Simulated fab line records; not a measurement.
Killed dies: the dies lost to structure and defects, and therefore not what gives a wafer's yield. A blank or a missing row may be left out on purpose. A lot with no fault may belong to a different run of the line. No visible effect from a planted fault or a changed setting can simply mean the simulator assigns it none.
fab line records ; flow nand_harc
record lots=6; wafers=18; last_day=33
route steps=1302 shown A_ONON_D2@550
lots that met no fault: taken from a fault-free run of the same line
start_h: hours from the record's opening day to when the first of the lot's shown wafers began ; wait_h: hours elapsed since this lot's preceding step ; " identical to the entry in the row above ; L1.1+2: several wafers, shown together as one row ; - no value present, or no start provided ; * or withheld: withheld ; < > ~ a bound
route shown NAME@n: names a module that has steps shown in the file, with the first one's number in the route ; usual: the fault-free wafers' mean and standard deviation ; same: alike in all rows ; chamber/n: place in a boat ; sites: readings site by site ; _std_site: standard deviation across them ; _edge_site: the outer-site mean with the inner-site mean subtracted ; radius_mm: for every site, how far away it sits from the centre of the wafer ; mask NAME#n: copy n ; behind: the last tool/chamber to shape the wafer ; hold: what put the lot on hold/how long, in hours/how the hold closed ; device: the n, p or np transistor that did not switch ; end of line: the route-end tests of the same wafers ; a step with no rows: only its recipe ; killed: at the first sort, the dies lost to defects and structure; wafer yield is something else ; map: a wafer's dies, marking killed ones x, the rest . and places with no die _
set.NAME: the run value of the setting; set.NAME@STEP: its run value at that earlier step ; model.NAME: the simulator's own value behind a step, which no gauge read
lots at some steps of the route; a table a step, a row a wafer
services: a tool's chamber out of use, with start hour (start_h, from the record's first day; less than 0 if before it), hours out, and reason
## steps
# step NHARC_A_ONON_D2_THK_MEAS_08
# recipe thk_meas_gauge=ellipsometry
# usual thk_nm=1000/9
lot.wafer;tool;chamber;start_h;wait_h;thk_nm
L869.1;film_metro-02;-;289.50;-;1007
L869.4;film_metro-02;-;289.50;-;1007
L869.6;film_metro-02;-;289.50;-;1006
L876.1;film_metro-01;-;356.43;-;1001
L876.3;film_metro-01;-;356.43;-;1002
L876.5;film_metro-01;-;356.43;-;1001
L878.1;film_metro-01;-;376.24;-;1003
L878.2;film_metro-01;-;376.24;-;1002
L878.3;film_metro-01;-;376.24;-;1004
L880.1;film_metro-01;-;383.49;-;981
L880.3;film_metro-01;-;383.49;-;981
L880.4;film_metro-01;-;383.49;-;981
L889.1;film_metro-02;-;492.87;-;1015
L889.3;film_metro-02;-;492.87;-;1017
L889.6;film_metro-02;-;492.87;-;1016
L890.1;film_metro-02;-;501.24;-;994
L890.5;film_metro-02;-;501.24;-;991
L890.6;film_metro-02;-;501.24;-;993
# step NHARC_A_ONON_D2_DEP_09
# recipe target_thk_a=10000; n2_flow_sccm=2750; n2o_flow_sccm=2000; nh3_flow_sccm=500; sih4_flow_sccm=210; temp_c=400
# step NHARC_A_ONON_D2_THK_MEAS_11
# recipe thk_meas_gauge=ellipsometry
# usual thk_nm=1000/9.1
lot.wafer;tool;chamber;start_h;wait_h;thk_nm
L869.1;film_metro-02;-;290.07;-;999
L869.4;film_metro-02;-;290.07;-;1001
L869.6;film_metro-02;-;290.07;-;998
L876.1;film_metro-02;-;357.00;-;1010
L876.3;film_metro-02;-;357.00;-;1008
L876.5;film_metro-02;-;357.00;-;1011
L878.1;film_metro-01;-;376.80;-;993
L878.2;film_metro-01;-;376.80;-;993
L878.3;film_metro-01;-;376.80;-;994
L880.1;film_metro-01;-;384.05;-;994
L880.3;film_metro-01;-;384.05;-;994
L880.4;film_metro-01;-;384.05;-;995
L889.1;film_metro-01;-;493.44;-;991
L889.3;film_metro-01;-;493.44;-;991
L889.6;film_metro-01;-;493.44;-;991
L890.1;film_metro-02;-;501.80;-;1009
L890.5;film_metro-02;-;501.80;-;1009
L890.6;film_metro-02;-;501.80;-;1009
# step NHARC_A_ONON_D2_DEP_12
# recipe target_thk_a=10000; n2_flow_sccm=2750; n2o_flow_sccm=2000; nh3_flow_sccm=500; sih4_flow_sccm=210; temp_c=400
# step NHARC_A_ONON_D2_THK_MEAS_14
# recipe thk_meas_gauge=ellipsometry
# usual thk_nm=1002/9.8
lot.wafer;tool;chamber;start_h;wait_h;thk_nm
L869.1;film_metro-02;-;290.64;-;1009
L869.4;film_metro-02;-;290.64;-;1012
L869.6;film_metro-02;-;290.64;-;1010
L876.1;film_metro-01;-;357.56;-;988
L876.3;film_metro-01;-;357.56;-;990
L876.5;film_metro-01;-;357.56;-;990
L878.1;film_metro-01;-;377.36;-;1009
L878.2;film_metro-01;-;377.36;-;1009
L878.3;film_metro-01;-;377.36;-;1009
L880.1;film_metro-01;-;384.61;-;1002
L880.3;film_metro-01;-;384.61;-;1003
L880.4;film_metro-01;-;384.61;-;1002
L889.1;film_metro-02;-;494.01;-;1012
L889.3;film_metro-02;-;494.01;-;1013
L889.6;film_metro-02;-;494.01;-;1013
L890.1;film_metro-01;-;502.36;-;1010
L890.5;film_metro-01;-;502.36;-;1011
L890.6;film_metro-01;-;502.36;-;1012
# step NHARC_A_ONON_D2_ANNEAL_15
# recipe temp_c=750; time_s=3600
# step NHARC_A_ONON_D2_DEP_16
# recipe target_thk_a=10000; n2_flow_sccm=2750; n2o_flow_sccm=2000; nh3_flow_sccm=500; sih4_flow_sccm=210; temp_c=400
# step NHARC_A_ONON_D2_THK_MEAS_18
# recipe thk_meas_gauge=ellipsometry
# usual thk_nm=999/7
lot.wafer;tool;chamber;start_h;wait_h;thk_nm
L869.1;film_metro-02;-;298.80;-;998
L869.4;film_metro-02;-;298.80;-;999
L869.6;film_metro-02;-;298.80;-;999
L876.1;film_metro-02;-;364.87;-;1005
L876.3;film_metro-02;-;364.87;-;1006
L876.5;film_metro-02;-;364.87;-;1007
L878.1;film_metro-01;-;385.04;-;992
L878.2;film_metro-01;-;385.04;-;995
L878.3;film_metro-01;-;385.04;-;992
L880.1;film_metro-01;-;392.00;-;1008
L880.3;film_metro-01;-;392.00;-;1005
L880.4;film_metro-01;-;392.00;-;1007
L889.1;film_metro-01;-;503.07;-;997
L889.3;film_metro-01;-;503.07;-;996
L889.6;film_metro-01;-;503.07;-;996
L890.1;film_metro-01;-;510.11;-;1000
L890.5;film_metro-01;-;510.11;-;1002
L890.6;film_metro-01;-;510.11;-;1002
# step NHARC_A_ONON_D2_DEP_19
# recipe target_thk_a=10000; n2_flow_sccm=2750; n2o_flow_sccm=2000; nh3_flow_sccm=500; sih4_flow_sccm=210; temp_c=400
# step NHARC_A_ONON_D2_THK_MEAS_21
# recipe thk_meas_gauge=ellipsometry
# usual thk_nm=998/10
lot.wafer;tool;chamber;start_h;wait_h;thk_nm
L869.1;film_metro-02;-;299.36;-;1015
L869.4;film_metro-02;-;299.36;-;1017
L869.6;film_metro-02;-;299.36;-;1016
L876.1;film_metro-02;-;365.43;-;979
L876.3;film_metro-02;-;365.43;-;978
L876.5;film_metro-02;-;365.43;-;980
L878.1;film_metro-01;-;385.60;-;1002
L878.2;film_metro-01;-;385.60;-;1000
L878.3;film_metro-01;-;385.60;-;1005
L880.1;film_metro-02;-;392.57;-;1000
L880.3;film_metro-02;-;392.57;-;999
L880.4;film_metro-02;-;392.57;-;1001
L889.1;film_metro-01;-;503.63;-;1020
L889.3;film_metro-01;-;503.63;-;1021
L889.6;film_metro-01;-;503.63;-;1021
L890.1;film_metro-02;-;510.67;-;984
L890.5;film_metro-02;-;510.67;-;984
L890.6;film_metro-02;-;510.67;-;986
# step NHARC_A_ONON_D2_DEP_22
# recipe target_thk_a=10000; n2_flow_sccm=2750; n2o_flow_sccm=2000; nh3_flow_sccm=500; sih4_flow_sccm=210; temp_c=400
# step NHARC_A_ONON_D2_THK_MEAS_24
# recipe thk_meas_gauge=ellipsometry
# usual thk_nm=996/7.6
lot.wafer;tool;chamber;start_h;wait_h;thk_nm
L869.1;film_metro-02;-;299.94;-;987
L869.4;film_metro-02;-;299.94;-;987
L869.6;film_metro-02;-;299.94;-;986
L876.1;film_metro-01;-;366.00;-;985
L876.3;film_metro-01;-;366.00;-;985
L876.5;film_metro-01;-;366.00;-;985
L878.1;film_metro-01;-;386.16;-;1001
L878.2;film_metro-01;-;386.16;-;1002
L878.3;film_metro-01;-;386.16;-;1002
L880.1;film_metro-02;-;393.14;-;1005
L880.3;film_metro-02;-;393.14;-;1003
L880.4;film_metro-02;-;393.14;-;1004
L889.1;film_metro-02;-;504.20;-;1003
L889.3;film_metro-02;-;504.20;-;1000
L889.6;film_metro-02;-;504.20;-;1003
L890.1;film_metro-01;-;511.24;-;1004
L890.5;film_metro-01;-;511.24;-;1005
L890.6;film_metro-01;-;511.24;-;1004
# step NHARC_A_ONON_D2_DEP_25
# recipe target_thk_a=10000; n2_flow_sccm=2750; n2o_flow_sccm=2000; nh3_flow_sccm=500; sih4_flow_sccm=210; temp_c=400
lot.wafer;tool;chamber;start_h;wait_h
L869.1+4+6;pecvd_onon-01;0;299.99;0.1
L876.1+3+5;pecvd_onon-01;0;366.05;0.1
L878.1+2+3;pecvd_onon-01;0;386.22;0.1
L880.1+3+4;pecvd_onon-01;0;393.20;0.1
L889.1+3+6;pecvd_onon-03;0;504.26;0.1
L890.1+5+6;pecvd_onon-03;0;511.30;0.1
# step NHARC_A_ONON_D2_THK_MEAS_27
# recipe thk_meas_gauge=ellipsometry
# usual thk_nm=1001/8.8
lot.wafer;tool;chamber;start_h;wait_h;thk_nm
L869.1;film_metro-01;-;300.50;-;1002
L869.4;film_metro-01;-;300.50;-;1002
L869.6;film_metro-01;-;300.50;-;1003
L876.1;film_metro-01;-;366.57;-;993
L876.3;film_metro-01;-;366.57;-;990
L876.5;film_metro-01;-;366.57;-;992
L878.1;film_metro-01;-;386.72;-;996
L878.2;film_metro-01;-;386.72;-;652
L878.3;film_metro-01;-;386.72;-;996
L880.1;film_metro-02;-;393.71;-;1010
L880.3;film_metro-02;-;393.71;-;1007
L880.4;film_metro-02;-;393.71;-;663
L889.1;film_metro-02;-;504.77;-;986
L889.3;film_metro-02;-;504.77;-;986
L889.6;film_metro-02;-;504.77;-;986
L890.1;film_metro-02;-;511.80;-;1022
L890.5;film_metro-02;-;511.80;-;1023
L890.6;film_metro-02;-;511.80;-;1022
# step NHARC_A_ONON_D2_DEP_28
# recipe target_thk_a=10000; n2_flow_sccm=2750; n2o_flow_sccm=2000; nh3_flow_sccm=500; sih4_flow_sccm=210; temp_c=400
## services
tool;chamber;start_h;hours;kind
pecvd_onon-03;-;408.00;13.0;pm
pecvd_onon-01;-;450.24;13.0;pm
## key
first_sign step=NHARC_A_ONON_D2_THK_MEAS_27; reading=thk_nm; direction=down; sigmas=39; usual=1001; struck=657
effect none on later readings
met_at NHARC_A_ONON_D2_DEP_25
struck_wafers L878.2,L880.4
later_rows_left_out L878.2,L880.4
sort_left_out L878.2,L880.4
tester_left_out L878,L880
onset_between 366.05 386.22
fault kind=process_parameter_drift; tool=pecvd_onon-01; chamber=-; onset_h=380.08; steps=NHARC_A_ONON_D2_DEP_25; channel=target_thk_a; offset=*; shape=step; end_h=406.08; scope=struck_wafers_only; acts_in=*; stated=*
# tester_left_out: of these lots the tester's yield and bins aren't shown, on N5 and GAA mostly nor the transistor test; their killed dies are dies lost to structure and defects alone, not to doping, threshold or leakage, so they don't give the yield
# sort_left_out: the simulated sort isn't trusted on such a fault, so these wafers' sort isn't shown, and their yield isn't known
# later_rows_left_out: the simulator's readings of these wafers behind a module that went badly wrong aren't trusted and aren't shown, but for the sort
